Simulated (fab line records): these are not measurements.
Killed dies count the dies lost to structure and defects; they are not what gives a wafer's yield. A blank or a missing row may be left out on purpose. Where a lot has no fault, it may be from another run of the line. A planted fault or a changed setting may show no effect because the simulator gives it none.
Which tool did it? | flow nand-harc | Sampling: 13 lots, 39 wafers, 4 of 1302 route steps

## WHAT THE GAUGES READ, wafer by wafer
NHARC_P_ZERO_WELL_CD_MEAS_24 targets a cd of 720 nm.
lot  | measured     | on        | cd-nm (nm)
L685 | day 2 08:32  | cd-sem-02 | 721.5 719.6 721.8
L686 | day 2 18:31  | cd-sem-03 | 717.9 718.4 719.8
L688 | day 3 14:28  | cd-sem-01 | 717.6 719.7 719.5
L689 | day 4 00:29  | cd-sem-03 | 721.0 720.1 720.9
L690 | day 4 10:34  | cd-sem-03 | 719.0 721.1 721.7
L691 | day 4 21:02  | cd-sem-01 | 721.3 719.4 721.1
L693 | day 5 16:58  | cd-sem-01 | 718.7 721.4 719.9
L694 | day 6 02:31  | cd-sem-03 | 713.9 714.7 716.1
L698 | day 7 18:37  | cd-sem-01 | - - -
L704 | day 10 07:47 | cd-sem-02 | 723.9 722.6 718.9
L705 | day 10 16:29 | cd-sem-03 | 718.8 722.0 722.4
L706 | day 11 02:23 | cd-sem-03 | 717.8 720.8 718.2
L707 | day 11 12:21 | cd-sem-02 | 718.1 718.0 717.7

NHARC_P_STI_CD_MEAS_16.
lot  | measured     | on        | cd-nm (nm)
L685 | day 3 05:32  | cd-sem-02 | 196.4 196.3 195.8
L686 | day 3 17:01  | cd-sem-02 | 199.1 196.7 198.1
L688 | day 4 12:25  | cd-sem-03 | 199.0 199.0 195.1
L689 | day 5 01:08  | cd-sem-03 | 195.5 195.7 196.8
L690 | day 5 10:07  | cd-sem-01 | 199.1 201.6 198.5
L691 | day 5 18:11  | cd-sem-01 | 199.5 195.4 197.7
L693 | day 6 18:02  | cd-sem-02 | 195.8 196.6 193.2
L694 | day 7 02:49  | cd-sem-03 | 193.2 200.7 197.4
L704 | day 11 04:15 | cd-sem-02 | 196.6 201.1 201.6
L705 | day 11 14:26 | cd-sem-02 | 197.5 196.2 199.3
L706 | day 11 23:22 | cd-sem-02 | 198.3 196.5 199.5
L707 | day 12 11:35 | cd-sem-01 | 198.2 199.7 198.2

## EACH LOT AND THE TOOL THAT RAN IT (in order: tool; ch and the chambers of the sampled wafers; start)
lot  | NHARC_P_ZERO_WELL_EXPOSE_21       | NHARC_P_STI_ETCH_31
L685 | krf-scanner-04 ch 0, day 2 08:23  | rie-diel-08 ch 1,2, day 3 05:32 or earlier
L686 | krf-scanner-03 ch 0, day 2 18:22  | rie-diel-05 ch 1,2,3, day 3 17:01 or earlier
L688 | krf-scanner-04 ch 0, day 3 14:18  | rie-diel-05 ch 1,2, day 4 12:25 or earlier
L689 | krf-scanner-04 ch 0, day 4 00:20  | rie-diel-05 ch 0,2,3, day 5 01:08 or earlier
L690 | krf-scanner-03 ch 0, day 4 10:25  | rie-diel-05 ch 0,2,3, day 5 10:07 or earlier
L691 | krf-scanner-02 ch 0, day 4 20:53  | rie-diel-06 ch 0,1,3, day 5 18:11 or earlier
L693 | krf-scanner-04 ch 0, day 5 16:48  | rie-diel-08 ch 1,2,3, day 6 18:02 or earlier
L694 | krf-scanner-04 ch 0, day 6 02:22  | rie-diel-08 ch 1,3, day 7 02:49 or earlier
L698 | krf-scanner-04 ch 0, day 7 18:28  | -
L704 | krf-scanner-02 ch 0, day 10 07:37 | rie-diel-06 ch 0,1,2, day 11 04:15 or earlier
L705 | krf-scanner-03 ch 0, day 10 16:19 | rie-diel-05 ch 1,2,3, day 11 14:26 or earlier
L706 | krf-scanner-03 ch 0, day 11 02:14 | rie-diel-08 ch 1,2,3, day 11 23:22 or earlier
L707 | krf-scanner-03 ch 0, day 11 12:12 | rie-diel-05 ch 1,2, day 12 11:35 or earlier
- NHARC_P_ZERO_WELL_EXPOSE_21: exposes mask P NWELL, target cd 720 nm.
- NHARC_P_STI_ETCH_31: etches the open film in CF4/CHF3, target depth 108.9 nm, time 54.5 s.

## AS READ BY THE TOOLS THEMSELVES (means over the sampled wafers that have a number; for cases with no such wafer, the mark the record gives instead)
NHARC_P_STI_ETCH_31.
lot  | tool        | drypump-motor-current-A (A) | oes-product-au (a.u.) | rf-vpp-V (V) | showerhead-plenum-p-Torr (Torr) | throttle-valve-pct (%)
L685 | rie-diel-08 | 6.1                         | 0.962                 | 369.3        | 1.54                            | 16.803
L686 | rie-diel-05 | 6.2                         | 0.964                 | 371.9        | 1.60                            | 16.797
L688 | rie-diel-05 | 6.1                         | 0.957                 | 370.0        | 1.57                            | 16.802
L689 | rie-diel-05 | 6.2                         | 0.950                 | 372.2        | 1.62                            | 16.801
L690 | rie-diel-05 | 6.2                         | 0.959                 | 372.0        | 1.62                            | 16.799
L691 | rie-diel-06 | 6.0                         | 0.946                 | 367.6        | 1.49                            | 16.798
L693 | rie-diel-08 | 6.0                         | 0.949                 | 370.6        | 1.57                            | 16.812
L694 | rie-diel-08 | 6.2                         | 0.922                 | 370.3        | 1.56                            | 16.800
L704 | rie-diel-06 | 6.3                         | 0.948                 | 368.2        | 1.51                            | 16.806
L705 | rie-diel-05 | 6.1                         | 0.972                 | 373.2        | 1.60                            | 16.806
L706 | rie-diel-08 | 6.0                         | 0.969                 | 370.4        | 1.56                            | 16.800
L707 | rie-diel-05 | 6.1                         | 0.962                 | 370.3        | 1.56                            | 16.819

## THE ANSWER, worked out from the rows above alone
Rule: usual is defined by the lots themselves. The widest of any qualifying gaps counts: lots, ordered by their means at a reading, are off when they make up no more than a third of the lots, leave a main group of 4 or more, and stand apart from it by 3 or more times the standard deviation of that group's means. The tables above print the reading to a certain number of digits; a main group whose means all agree to those digits is not used. A lot without any number at a reading at which 4 lots or more have one is off too. Where the step has rows for the other lots, those lots are counted as sound. First the gauges in route order, then the tools' own readings, where a lot's mean is used as printed above. At the first step where some lot is off, the reading lying furthest off is the one used; lots without a number count as furthest.
Off: L698 (NHARC_P_ZERO_WELL_CD_MEAS_24, cd-nm). Without a number there: L698. For the main group the mean is 719.6 nm and the standard deviation 1.8.
A tool fits if, at a process step before that reading, it ran every lot that is off, and no sound lot after the first of them. Those tools and the gauges at NHARC_P_ZERO_WELL_CD_MEAS_24 are tried in the same way. This does not decide it: 2 tools fit, namely krf-scanner-04 at NHARC_P_ZERO_WELL_EXPOSE_21 and cd-sem-01 at NHARC_P_ZERO_WELL_CD_MEAS_24.

## WHAT THE SIMULATOR HAD PUT IN
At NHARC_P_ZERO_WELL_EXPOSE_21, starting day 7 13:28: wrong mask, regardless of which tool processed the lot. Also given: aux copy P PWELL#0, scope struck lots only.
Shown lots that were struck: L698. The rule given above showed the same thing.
